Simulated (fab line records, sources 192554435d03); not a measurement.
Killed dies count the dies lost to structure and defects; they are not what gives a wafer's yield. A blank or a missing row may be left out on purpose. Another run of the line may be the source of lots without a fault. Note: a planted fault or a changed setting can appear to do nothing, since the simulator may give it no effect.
Split-lot study ; flow n5Finfet ; 7 lots, 21 wafers read, on a route of 1938 steps

== ON THE SPLIT ==
At N5_GATE_CUT_COAT_27 (time 60 s, resist thk 10 nm), the setting spinRpm was moved away from the recipe's 1500 rpm on 10 of the 21 wafers read, by -10.9% to +7.0%. The other wafers ran this setting at the recipe's value.

The reading is taken at the split's own step.

== THE READING ==
underlayer_of_GATE_CUT_COAT_27.thkNm (the simulator's own value, which no gauge read), in nm, at N5_GATE_CUT_COAT_27 (time 60 s, resist thk 10 nm). The file gives no usual value for it.

wafer;tool, chamber at the split;spinRpm as run, rpm;against the recipe;underlayer_of_GATE_CUT_COAT_27.thkNm, nm;against lot-mates on the recipe
L074.2;lithoTrack-02, 0;1382;-7.9%;10.4;no lot-mate on the recipe
L074.3;lithoTrack-02, 0;1382;-7.9%;10.4;no lot-mate on the recipe
L074.5;lithoTrack-02, 0;1382;-7.9%;10.4;no lot-mate on the recipe
L078.2;lithoTrack-02, 0;1500;recipe;10;-
L078.4;lithoTrack-02, 0;1500;recipe;10;-
L078.5;lithoTrack-02, 0;1500;recipe;10;-
L082.1;lithoTrack-01, 0;1500;recipe;10;-
L082.3;lithoTrack-01, 0;1500;recipe;10;-
L082.5;lithoTrack-01, 0;1337;-10.9%;10.6;+0.6
L088.3;lithoTrack-02, 0;1500;recipe;10;-
L088.6;lithoTrack-02, 0;1500;recipe;10;-
L088.4;lithoTrack-02, 0;1605;+7.0%;9.6;-0.4
L094.1;lithoTrack-01, 0;1589;+5.9%;9.8;-0.2
L094.5;lithoTrack-01, 0;1589;+5.9%;9.8;-0.2
L094.6;lithoTrack-01, 0;1500;recipe;10;-
L095.1;lithoTrack-03, 0;1392;-7.2%;10.4;+0.4
L095.2;lithoTrack-03, 0;1392;-7.2%;10.4;+0.4
L095.4;lithoTrack-03, 0;1500;recipe;10;-
L096.4;lithoTrack-02, 0;1500;recipe;10;-
L096.6;lithoTrack-02, 0;1500;recipe;10;-
L096.5;lithoTrack-02, 0;1378;-8.1%;10.4;+0.4

FIT RESULTS
A straight line over all 21 wafers: underlayer_of_GATE_CUT_COAT_27.thkNm changes by -0.0499 nm for each +1% of spinRpm; r = -0.99; the points scatter about the line by 0.035 nm.
The same after taking each lot's own level away (the mean of its wafers on the recipe; 18 wafers): -0.0503 nm for each +1%; r = -0.99; scatter 0.038 nm.
Per that fit: largest spinRpm move, reading shift of 0.55 nm.
The lots' own levels span 10.00 to 10.00 nm.
The two slopes are in agreement: the lot-to-lot level therefore moves the slope only a little.
Check: +0.544 nm against its lot-mates is what the line predicts for one of the wafers moved furthest among these (-10.9%) when that wafer is left out of the fit. Against them it came out at +0.6 nm.

== OTHER SPLITS APPLIED TO THESE WAFERS ==
Before the reading, these wafers also passed through other splits. Each is held against what the fit with the lots' levels taken away leaves over:
other split on the same wafers;wafers away from the commonest value;r with underlayer_of_GATE_CUT_COAT_27.thkNm (lot level and that fit taken away)
N5_PMOS_HMC_CHANNEL_EPI_ETCH_32 biasW;4;+0.61
N5_FIN_SAQP_SPACER1_ALD_24 aldCycles;7;-0.36
N5_SD_EPI_N_COAT_33 spinRpm;9;-0.05
N5_SD_EPI_N_PEB_07 pebTempC;7;+0.63
N5_SDB_COAT_03 spinRpm;7;+0.34
N5_SDB_ETCH_17 biasW;6;+0.18

== THE FILE'S OWN FIT ==
underlayer_of_GATE_CUT_COAT_27.thkNm changes by -0.052 nm for each +1% of spinRpm, r = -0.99.
